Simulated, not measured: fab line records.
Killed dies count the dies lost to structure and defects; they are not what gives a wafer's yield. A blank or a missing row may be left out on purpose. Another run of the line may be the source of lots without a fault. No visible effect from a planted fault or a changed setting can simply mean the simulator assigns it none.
Matching of chambers || flow n5 finfet || N5_BEOL_M1_PECVD_72 on pecvd-03 has 3 sister chambers
The step deposits SiO2 from TEOS/O2, target thk 16 nm, time 18 s. 3 wafers are shown with their chamber, then 9 later ones without.

== WAFERS PAIRED WITH THEIR CHAMBERS ==
{"wafer": "L087.6", "chamber": 0, "throttle valve pct (%)": 24.9}
{"wafer": "L091.4", "chamber": 2, "throttle valve pct (%)": 19.9}
{"wafer": "L091.5", "chamber": 1, "throttle valve pct (%)": 22.6}

== WAFERS WITH NO CHAMBER GIVEN ==
{"wafer": "L092.1", "throttle valve pct (%)": 22.2}
{"wafer": "L092.4", "throttle valve pct (%)": 22.5}
{"wafer": "L092.5", "throttle valve pct (%)": 19.9}
{"wafer": "L095.3", "throttle valve pct (%)": 22.2}
{"wafer": "L095.5", "throttle valve pct (%)": 22.4}
{"wafer": "L095.6", "throttle valve pct (%)": 24.8}
{"wafer": "L096.1", "throttle valve pct (%)": 22.6}
{"wafer": "L096.3", "throttle valve pct (%)": 20.2}
{"wafer": "L096.5", "throttle valve pct (%)": 24.6}

== CHAMBER TAKEN BY EACH ==
{"wafer": "L092.1", "from the rows above": 1, "in truth": 1}
{"wafer": "L092.4", "from the rows above": 1, "in truth": 1}
{"wafer": "L092.5", "from the rows above": 2, "in truth": 2}
{"wafer": "L095.3", "from the rows above": 1, "in truth": 1}
{"wafer": "L095.5", "from the rows above": 1, "in truth": 1}
{"wafer": "L095.6", "from the rows above": 0, "in truth": 0}
{"wafer": "L096.1", "from the rows above": 1, "in truth": 1}
{"wafer": "L096.3", "from the rows above": 2, "in truth": 2}
{"wafer": "L096.5", "from the rows above": 0, "in truth": 0}
Correctly placed: 9 of 9. Can't be placed from these rows: 0. 0 placed wrongly.
How it was worked out, from the rows above alone: a wafer's distance from a chamber is the root of the sum, over the readings, of the square of ((its reading less the chamber's mean) divided by the reading's scatter). If the next closest chamber is less than 2 further off than the closest, the wafer can't be placed; otherwise it belongs to the closest. The mean given for a chamber averages the wafers shown for that chamber. The scatter (one wafer shown for each chamber): square how far every hidden wafer sits from the nearest shown wafer, average those squares and take the square root.
